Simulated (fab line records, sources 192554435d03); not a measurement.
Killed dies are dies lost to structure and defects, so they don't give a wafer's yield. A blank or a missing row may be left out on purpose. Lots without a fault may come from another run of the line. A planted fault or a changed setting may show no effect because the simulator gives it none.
Split-lot experiment | flow n5_finfet | 7 lots, 21 wafers read, on a route of 1938 steps

THE SPLIT
At N5_DUMMY_GATE_COAT_28 (time 60 s, resist thk 10 nm), the setting spin_rpm was moved away from the recipe's 1500 rpm on 8 of the 21 wafers read, by -10.9% to +8.7%. The other wafers ran this setting at the recipe's value.

The reading is taken at the split's own step.

THE READING
underlayer_of_DUMMY_GATE_COAT_28.thk_nm (the simulator's own value, which no gauge read), in nm, at N5_DUMMY_GATE_COAT_28 (time 60 s, resist thk 10 nm). The file gives no usual value for it.

wafer  | tool, chamber at the split | spin_rpm as run, rpm | against the recipe | underlayer_of_DUMMY_GATE_COAT_28.thk_nm, nm | against lot-mates on the recipe
L078.4 | litho_track-03, 0          | 1360                 | -9.3%              | 10.6                                        | +0.6
L078.5 | litho_track-03, 0          | 1500                 | recipe             | 10                                          | -
L078.6 | litho_track-03, 0          | 1500                 | recipe             | 10                                          | -
L082.1 | litho_track-01, 0          | 1500                 | recipe             | 10                                          | -
L082.3 | litho_track-01, 0          | 1500                 | recipe             | 10                                          | -
L082.4 | litho_track-01, 0          | 1500                 | recipe             | 10                                          | -
L083.1 | litho_track-05, 0          | 1500                 | recipe             | 10                                          | -
L083.5 | litho_track-05, 0          | 1500                 | recipe             | 10                                          | -
L083.4 | litho_track-05, 0          | 1561                 | +4.1%              | 9.8                                         | -0.2
L086.2 | litho_track-01, 0          | 1500                 | recipe             | 10                                          | -
L086.5 | litho_track-01, 0          | 1500                 | recipe             | 10                                          | -
L086.6 | litho_track-01, 0          | 1500                 | recipe             | 10                                          | -
L091.4 | litho_track-03, 0          | 1631                 | +8.7%              | 9.6                                         | -0.4
L091.6 | litho_track-03, 0          | 1631                 | +8.7%              | 9.6                                         | -0.4
L091.5 | litho_track-03, 0          | 1500                 | recipe             | 10                                          | -
L095.2 | litho_track-01, 0          | 1336                 | -10.9%             | 10.6                                        | no lot-mate on the recipe
L095.3 | litho_track-01, 0          | 1336                 | -10.9%             | 10.6                                        | no lot-mate on the recipe
L095.6 | litho_track-01, 0          | 1336                 | -10.9%             | 10.6                                        | no lot-mate on the recipe
L097.1 | litho_track-01, 0          | 1500                 | recipe             | 10                                          | -
L097.2 | litho_track-01, 0          | 1500                 | recipe             | 10                                          | -
L097.6 | litho_track-01, 0          | 1355                 | -9.7%              | 10.6                                        | +0.6

THE FIT
A straight line over all 21 wafers: underlayer_of_DUMMY_GATE_COAT_28.thk_nm changes by -0.0542 nm for each +1% of spin_rpm; r = -0.99; the points scatter about the line by 0.032 nm.
The same after taking each lot's own level away (the mean of its wafers on the recipe; 18 wafers): -0.0551 nm for each +1%; r = -0.99; scatter 0.035 nm.
On that fit, the largest move of spin_rpm shifts the reading by 0.6 nm.
The lots' own levels span 10.00 to 10.00 nm.
So the lot-to-lot level changes the slope little: the two slopes agree.
Check: with one of the wafers moved furthest among these (-9.7%) left out of the fit, the line predicts +0.527 nm for it against its lot-mates. It came out at +0.6 nm against them.

OTHER SPLITS ON THESE WAFERS
These wafers also went through other splits before the reading. Each is held against what the fit with the lots' levels taken away leaves over:
other split on the same wafers            | wafers away from the commonest value | r with underlayer_of_DUMMY_GATE_COAT_28.thk_nm (lot level and that fit taken away)
N5_WELL_APT_EXPOSE_05 dose_mj             | 6                                    | +0.30
N5_WELL_APT_COAT_19 spin_rpm              | 7                                    | -0.15
N5_PMOS_HMC_CHANNEL_EPI_PEB_07 peb_time_s | 6                                    | +0.04
N5_FIN_SAQP_EXPOSE_13 dose_mj             | 9                                    | +0.39

THE FILE'S OWN FIT
underlayer_of_DUMMY_GATE_COAT_28.thk_nm changes by -0.0575 nm for each +1% of spin_rpm, r = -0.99.
